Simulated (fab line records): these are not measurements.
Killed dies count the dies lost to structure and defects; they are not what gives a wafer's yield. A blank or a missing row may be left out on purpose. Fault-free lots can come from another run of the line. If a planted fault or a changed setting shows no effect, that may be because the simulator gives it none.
Matching of chambers	flow nand harc	NHARC_A_BONDPAD_STRIP_15 on rie diel-11 has 4 sister chambers
The step strips in O2. 4 wafers are shown with their chamber, then 7 later ones without.

## WAFERS, EACH WITH ITS CHAMBER
wafer	chamber	drypump motor current A (A)
L862.3	1	6.0
L862.4	2	5.3
L861.1	0	5.8
L861.2	3	6.2

## WAFERS WITHOUT THEIR CHAMBER
wafer	drypump motor current A (A)
L861.4	5.4
L865.3	6.2
L865.4	6.0
L865.6	6.2
L868.2	5.8
L868.3	6.0
L868.4	5.4

## THE CHAMBER EACH PASSED THROUGH
wafer	from the rows above	in truth
L861.4	2	2
L865.3	3	3
L865.4	1	1
L865.6	3	3
L868.2	0	0
L868.3	1	1
L868.4	2	2
7 of 7 placed correctly. Can't be placed from these rows: 0. Number placed wrongly: 0.
How it was worked out, from the rows above alone: a wafer's distance from a chamber is the root of the sum, over the readings, of the square of ((its reading less the chamber's mean) divided by the reading's scatter). If the next closest chamber is less than 2 further off than the closest, the wafer can't be placed; otherwise it belongs to the closest. Each chamber's mean is taken over the wafers shown for it. The scatter: with one shown wafer a chamber, the root of the mean of the squares of how far each hidden wafer lies from its nearest shown one.
